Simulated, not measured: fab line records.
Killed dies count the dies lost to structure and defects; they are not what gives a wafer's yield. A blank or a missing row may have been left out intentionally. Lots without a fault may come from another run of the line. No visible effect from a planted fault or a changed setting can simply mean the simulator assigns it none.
A struck lot beside a sound one    flow nand_harc    16 steps out of a route of 1302
Sound: the wafers L455.1, L455.4, L455.6. Struck: wafers L450.1, L450.4 (left out: L450.5, a lot-mate that was not struck); the cause follows at the end.
At each step with rows: each side's tool, then ch and its chambers, then its first start. Under that, the readings that differ: sound wafers    struck wafers    difference of the means    sigmas: that difference in standard deviations of wafers without a fault.
alike: a reading whose means differ by less than 2 such deviations, as well as words and numbers matching on both sides. not compared: withheld readings; readings where some wafer has no value; bounds like >300 that might hide an equal value; numbers whose values overlap and for which the record gives no deviation.
The two part at a step that has a row with sigmas, a row that says differs or no value, or rows on one side only. Non-overlapping numbers with no deviation appear without sigmas and do not part them. A reading that every wafer of one side lacks parts them only if that side has two wafers or more.

NHARC_A_ONON_D2_THK_MEAS_08: measures by ellipsometry.
  struck on film_metro-01, day 16 22:25; sound on film_metro-01, day 19 02:39
  alike: thk_nm
next comes 1 step that has no rows for these wafers: NHARC_A_ONON_D2_DEP_09 (target thickness 1000 nm).
NHARC_A_ONON_D2_THK_MEAS_11: measures by ellipsometry.
  struck on film_metro-01, day 16 22:59; sound on film_metro-02, day 19 03:13
  alike: thk_nm
next comes 1 step that has no rows for these wafers: NHARC_A_ONON_D2_DEP_12 (target thickness 1000 nm).
NHARC_A_ONON_D2_THK_MEAS_14: measures by ellipsometry.
  struck on film_metro-01, day 16 23:34; sound on film_metro-02, day 19 03:46
  alike: thk_nm
then, 2 steps without rows for these wafers: NHARC_A_ONON_D2_ANNEAL_15 (time 3600 s); NHARC_A_ONON_D2_DEP_16 (target thk 1000 nm).
NHARC_A_ONON_D2_THK_MEAS_18: measures by ellipsometry.
  struck on film_metro-02, day 17 14:52; sound on film_metro-01, day 19 11:25
  alike: thk_nm
next comes 1 step that has no rows for these wafers: NHARC_A_ONON_D2_DEP_19 (target thickness 1000 nm).
NHARC_A_ONON_D2_THK_MEAS_21: measures by ellipsometry.
  struck on film_metro-02, day 17 15:34; sound on film_metro-02, day 19 11:59
  alike: thk_nm
next comes 1 step that has no rows for these wafers: NHARC_A_ONON_D2_DEP_22 (target thickness 1000 nm).
NHARC_A_ONON_D2_THK_MEAS_24: measures by ellipsometry.
  struck on film_metro-02, day 17 16:09; sound on film_metro-02, day 19 12:34
  alike: thk_nm
NHARC_A_ONON_D2_DEP_25: target thk 1000 nm.
  sound on pecvd_onon-01 ch 0, day 19 12:38; struck on pecvd_onon-03 ch 0, day 17 16:12
  alike: n2_flow_sccm
NHARC_A_ONON_D2_THK_MEAS_27: measures by ellipsometry.
  struck on film_metro-02, day 17 16:43; sound on film_metro-01, day 19 13:08
reading      sound        struck     difference  sigmas
thk_nm (nm)  999 999 998  1427 1430  +430        +48
next comes 1 step that has no rows for these wafers: NHARC_A_ONON_D2_DEP_28 (target thickness 1000 nm).
-- the record jumps here: 12 days lie between the struck wafers' starts before and after (it left off in module A_ONON_D2 and takes up again in module END, whose first step shown is number 1302 of the route) --
NHARC_END_SORT_01:
  sound on prober-01 ch 0, day 31 21:36; struck on prober-02 ch 0, day 30 01:53
reading          sound     struck   difference  sigmas
killed_at_array  50 55 46  675 675  +625        +39
killed_dies      55 59 52  677 677  +622        +39
killed_open      5 6 3     1 0      -4          -2
  alike: killed_at_other, killed_at_periphery, killed_short

WHERE THEY PART
Last at NHARC_END_SORT_01 as far as this record goes, first at NHARC_A_ONON_D2_THK_MEAS_27.

WHY: whatever the simulator had introduced
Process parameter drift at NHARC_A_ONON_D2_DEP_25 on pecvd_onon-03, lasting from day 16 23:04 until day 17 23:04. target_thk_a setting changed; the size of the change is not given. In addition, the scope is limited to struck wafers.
